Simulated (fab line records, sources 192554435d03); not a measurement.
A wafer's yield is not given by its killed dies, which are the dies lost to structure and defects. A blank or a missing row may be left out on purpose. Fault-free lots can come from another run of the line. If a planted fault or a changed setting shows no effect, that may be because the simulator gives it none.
Chamber matching :: flow n5_finfet :: 4 sister chambers for N5_BEOL_M0_SAQP_DESCUM_45 on rie_diel-02
The step chemistry O2, time 7 s. 4 wafers are shown with their chamber, then 9 later ones without.

== EACH WAFER AND ITS CHAMBER ==
wafer: L081.2
chamber: 2
showerhead_plenum_p_Torr (Torr): 1.93

wafer: L086.3
chamber: 0
showerhead_plenum_p_Torr (Torr): 2.08

wafer: L086.4
chamber: 3
showerhead_plenum_p_Torr (Torr): 2.20

wafer: L086.5
chamber: 1
showerhead_plenum_p_Torr (Torr): 2.03

== WAFERS WITH NO CHAMBER GIVEN ==
wafer: L089.2
showerhead_plenum_p_Torr (Torr): 2.08

wafer: L089.4
showerhead_plenum_p_Torr (Torr): 2.02

wafer: L089.6
showerhead_plenum_p_Torr (Torr): 2.08

wafer: L093.1
showerhead_plenum_p_Torr (Torr): 2.08

wafer: L093.5
showerhead_plenum_p_Torr (Torr): 2.20

wafer: L093.6
showerhead_plenum_p_Torr (Torr): 2.08

wafer: L094.2
showerhead_plenum_p_Torr (Torr): 2.02

wafer: L094.3
showerhead_plenum_p_Torr (Torr): 1.93

wafer: L094.4
showerhead_plenum_p_Torr (Torr): 2.02

== EACH ONE'S CHAMBER ==
wafer: L089.2
from the rows above: 0
in truth: 0

wafer: L089.4
from the rows above: 1
in truth: 1

wafer: L089.6
from the rows above: 0
in truth: 0

wafer: L093.1
from the rows above: 0
in truth: 0

wafer: L093.5
from the rows above: 3
in truth: 3

wafer: L093.6
from the rows above: 0
in truth: 0

wafer: L094.2
from the rows above: 1
in truth: 1

wafer: L094.3
from the rows above: 2
in truth: 2

wafer: L094.4
from the rows above: 1
in truth: 1
9 of 9 placed correctly. Can't be placed from these rows: 0. Placed wrongly: 0.
How it was worked out, from the rows above alone: a wafer's distance from a chamber is the root of the sum, over the readings, of the square of ((its reading less the chamber's mean) divided by the reading's scatter). The wafer belongs to the nearest chamber; if the next one is less than 2 further off, it can't be placed. A chamber's mean is the mean of its shown wafers. The scatter: with one shown wafer a chamber, the root of the mean of the squares of how far each hidden wafer lies from its nearest shown one.
